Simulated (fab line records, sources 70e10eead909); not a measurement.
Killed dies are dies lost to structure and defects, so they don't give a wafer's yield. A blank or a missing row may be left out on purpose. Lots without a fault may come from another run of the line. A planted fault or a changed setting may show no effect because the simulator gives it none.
Which tool did it? | flow nand_harc | 13 lots, 39 wafers sampled, at 5 steps of a route of 1302

WHAT THE GAUGES READ, wafer by wafer
NHARC_P_ZERO_WELL_CD_MEAS_37: target cd 720 nm.
lot  | measured     | on        | cd_nm (nm)
L409 | day 2 00:09  | cd_sem-02 | 721.1 720.8 720.9
L410 | day 2 10:10  | cd_sem-03 | 717.3 717.4 717.3
L412 | day 3 06:05  | cd_sem-02 | 723.3 724.3 724.0
L413 | day 3 16:13  | cd_sem-02 | 721.0 720.6 719.1
L414 | day 4 03:02  | cd_sem-01 | 720.2 720.9 721.5
L415 | day 4 11:59  | cd_sem-02 | 719.3 719.5 722.2
L416 | day 4 21:58  | cd_sem-03 | 720.0 718.2 719.3
L418 | day 5 18:08  | cd_sem-02 | 720.7 719.7 722.0
L420 | day 6 13:58  | cd_sem-03 | 720.0 719.7 721.4
L421 | day 7 00:05  | cd_sem-02 | - - -
L427 | day 9 12:12  | cd_sem-01 | 719.0 720.1 719.8
L431 | day 11 04:08 | cd_sem-01 | 722.1 722.1 720.7
L432 | day 11 14:18 | cd_sem-02 | 721.5 719.9 720.2

NHARC_P_STI_OCD_MEAS_17.
lot  | measured     | on     | trench_depth_nm (nm) | trench_foot_cd_nm (nm)
L409 | day 3 00:04  | ocd-02 | 302 302 300          | 156.8 156.1 156.2
L410 | day 3 07:28  | ocd-01 | 297 302 304          | 157.5 158.0 157.6
L412 | day 4 01:31  | ocd-01 | 302 301 308          | 157.0 158.6 159.9
L413 | day 4 11:10  | ocd-02 | 299 303 298          | 159.1 157.8 159.8
L414 | day 4 22:06  | ocd-01 | 307 306 305          | 158.9 158.4 157.6
L415 | day 5 08:38  | ocd-02 | 301 300 305          | 160.7 159.6 158.8
L416 | day 5 19:02  | ocd-02 | 300 297 303          | 157.1 159.1 157.6
L418 | day 6 18:50  | ocd-01 | 307 301 301          | 159.9 159.8 159.0
L420 | day 7 09:26  | ocd-01 | 301 300 301          | 154.9 155.4 155.4
L427 | day 10 11:11 | ocd-02 | 301 302 299          | 158.9 159.9 158.6
L431 | day 11 23:08 | ocd-01 | 306 298 304          | 160.7 159.8 159.9
L432 | day 12 10:05 | ocd-01 | 298 295 296          | 155.3 158.5 159.4

WHICH TOOL RAN EACH LOT (tool, then ch and the chambers of the sampled wafers, then the start)
lot  | NHARC_P_ZERO_WELL_EXPOSE_34       | NHARC_P_ZERO_WELL_RTA_42         | NHARC_P_STI_DESCUM_14
L409 | krf_scanner-04 ch 0, day 2 00:00  | rtp_anneal-02 ch 0, day 2 02:49  | rie_diel-11 ch 0,2,3, day 2 23:19
L410 | krf_scanner-04 ch 0, day 2 10:01  | rtp_anneal-01 ch 0, day 2 12:58  | rie_diel-09 ch 0,2,3, day 3 06:56
L412 | krf_scanner-04 ch 0, day 3 05:56  | rtp_anneal-01 ch 0, day 3 08:58  | rie_diel-11 ch 0,1,3, day 4 01:01
L413 | krf_scanner-01 ch 0, day 3 16:04  | rtp_anneal-02 ch 0, day 3 18:55  | rie_diel-09 ch 0,1, day 4 10:40
L414 | krf_scanner-04 ch 0, day 4 02:53  | rtp_anneal-01 ch 0, day 4 06:04  | rie_diel-08 ch 1,2,3, day 4 21:35
L415 | krf_scanner-04 ch 0, day 4 11:50  | rtp_anneal-01 ch 0, day 4 14:52  | rie_diel-11 ch 1,2,3, day 5 08:07
L416 | krf_scanner-04 ch 0, day 4 21:49  | rtp_anneal-01 ch 0, day 5 00:51  | rie_diel-09 ch 0,1,2, day 5 18:31
L418 | krf_scanner-04 ch 0, day 5 17:59  | rtp_anneal-01 ch 0, day 5 21:03  | rie_diel-09 ch 0,1,3, day 6 18:16
L420 | krf_scanner-01 ch 0, day 6 13:49  | rtp_anneal-01 ch 0, day 6 16:38  | rie_diel-08 ch 1,3, day 7 08:52
L421 | krf_scanner-04 ch 0, day 6 23:56  | rtp_anneal-02 ch 0, day 7 02:51  | -
L427 | krf_scanner-04 ch 0, day 9 12:03  | rtp_anneal-02 ch 0, day 9 15:47  | rie_diel-08 ch 0,1,2, day 10 10:41
L431 | krf_scanner-03 ch 0, day 11 03:59 | rtp_anneal-01 ch 0, day 11 07:01 | rie_diel-09 ch 0,2,3, day 11 22:37
L432 | krf_scanner-03 ch 0, day 11 14:08 | rtp_anneal-02 ch 0, day 11 17:11 | rie_diel-11 ch 0,1, day 12 09:34
- NHARC_P_ZERO_WELL_EXPOSE_34: exposes mask P PWELL, target cd 720 nm.
- NHARC_P_ZERO_WELL_RTA_42: time 300 s.
- NHARC_P_STI_DESCUM_14: chemistry O2, time 3 s.

WHAT THE TOOLS THEMSELVES READ (means of the sampled wafers that have a number; where no wafer has one, the mark that the record gives instead)
NHARC_P_ZERO_WELL_EXPOSE_34.
lot  | tool           | focus_offset_nm (nm)
L409 | krf_scanner-04 | -0.6
L410 | krf_scanner-04 | -0.0
L412 | krf_scanner-04 | -0.6
L413 | krf_scanner-01 | -0.1
L414 | krf_scanner-04 | 0.2
L415 | krf_scanner-04 | -0.5
L416 | krf_scanner-04 | 0.2
L418 | krf_scanner-04 | 0.5
L420 | krf_scanner-01 | -0.4
L421 | krf_scanner-04 | 0.1
L427 | krf_scanner-04 | 0.2
L431 | krf_scanner-03 | 0.2
L432 | krf_scanner-03 | 0.3

NHARC_P_ZERO_WELL_RTA_42.
lot  | tool          | lamp_power_pct (%) | lamp_zone_6_pct (%) | wafer_temp_C_max
L409 | rtp_anneal-02 | 36.5               | 36.4                | 1104.6
L410 | rtp_anneal-01 | 37.6               | 37.4                | 1108.6
L412 | rtp_anneal-01 | 37.6               | 37.5                | 1109.1
L413 | rtp_anneal-02 | 36.4               | 36.4                | 1103.3
L414 | rtp_anneal-01 | 37.5               | 37.5                | 1108.3
L415 | rtp_anneal-01 | 37.5               | 37.5                | 1108.8
L416 | rtp_anneal-01 | 37.6               | 37.5                | 1107.8
L418 | rtp_anneal-01 | 37.5               | 37.5                | 1108.7
L420 | rtp_anneal-01 | 37.5               | 37.5                | 1107.0
L421 | rtp_anneal-02 | 36.4               | 36.4                | 1103.7
L427 | rtp_anneal-02 | 36.4               | 36.4                | 1105.1
L431 | rtp_anneal-01 | 37.6               | 37.5                | 1108.8
L432 | rtp_anneal-02 | 36.5               | 36.4                | 1104.5

NHARC_P_STI_DESCUM_14.
lot  | tool        | chamber_pressure_mTorr (mTorr) | drypump_motor_current_A (A) | mfc_ar_sccm (sccm) | oes_product_au (a.u.) | rf_vpp_V (V) | showerhead_plenum_p_Torr (Torr) | throttle_valve_pct (%)
L409 | rie_diel-11 | 60.01                          | 6.0                         | 0.014              | 0.998                 | 57.4         | 1.93                            | 11.310
L410 | rie_diel-09 | 60.01                          | 6.0                         | 0.008              | 0.994                 | 57.0         | 1.87                            | 11.310
L412 | rie_diel-11 | 60.01                          | 5.9                         | 0.014              | 0.993                 | 57.7         | 1.95                            | 11.315
L413 | rie_diel-09 | 59.97                          | 6.2                         | 0.000              | 0.994                 | 57.7         | 1.94                            | 11.315
L414 | rie_diel-08 | 60.01                          | 5.8                         | 0.005              | 0.990                 | 57.8         | 1.86                            | 11.311
L415 | rie_diel-11 | 59.98                          | 5.7                         | 0.006              | 0.994                 | 58.0         | 1.93                            | 11.309
L416 | rie_diel-09 | 60.00                          | 5.8                         | 0.008              | 0.994                 | 57.5         | 1.90                            | 11.311
L418 | rie_diel-09 | 59.95                          | 6.2                         | 0.000              | 0.994                 | 58.1         | 1.88                            | 11.316
L420 | rie_diel-08 | 60.05                          | 5.6                         | 0.000              | 0.996                 | 57.2         | 1.85                            | 11.314
L427 | rie_diel-08 | 59.98                          | 5.6                         | 0.005              | 1.008                 | 57.8         | 1.88                            | 11.317
L431 | rie_diel-09 | 60.01                          | 6.0                         | 0.008              | 1.005                 | 57.3         | 1.87                            | 11.316
L432 | rie_diel-11 | 60.01                          | 6.1                         | 0.016              | 1.009                 | 57.1         | 1.93                            | 11.309

THE ANSWER, worked out from the rows above alone
Rule: what is usual is taken from the lots themselves. Put in order of their means at a reading, lots are off if they are a third of the lots or fewer, leave a main group of 4 or more, and stand apart from it by a gap of 3 or more times the standard deviation of the main group's means; of several such gaps the widest counts. A main group whose means are all the same, to the digits that the tables above print for the reading, isn't used. A lot without any number at a reading at which 4 lots or more have one is off too. The other lots that the step has rows for count as sound. The gauges are gone through in route order, then the tools' own readings, and for those a lot's mean is taken as printed above. The first step at which some lot is off is used, and at that step the reading that is off furthest; a lot without a number counts as furthest.
Off: L421, at NHARC_P_ZERO_WELL_CD_MEAS_37 (cd_nm). Without a number there: L421. The main group: mean 720.5 nm, standard deviation 1.5.
A tool fits if, at a process step before that reading, it ran every lot that is off, and no sound lot after the first of them. The gauges at NHARC_P_ZERO_WELL_CD_MEAS_37 are tried like those tools. None of those tried fits.

WHAT THE SIMULATOR HAD PUT IN
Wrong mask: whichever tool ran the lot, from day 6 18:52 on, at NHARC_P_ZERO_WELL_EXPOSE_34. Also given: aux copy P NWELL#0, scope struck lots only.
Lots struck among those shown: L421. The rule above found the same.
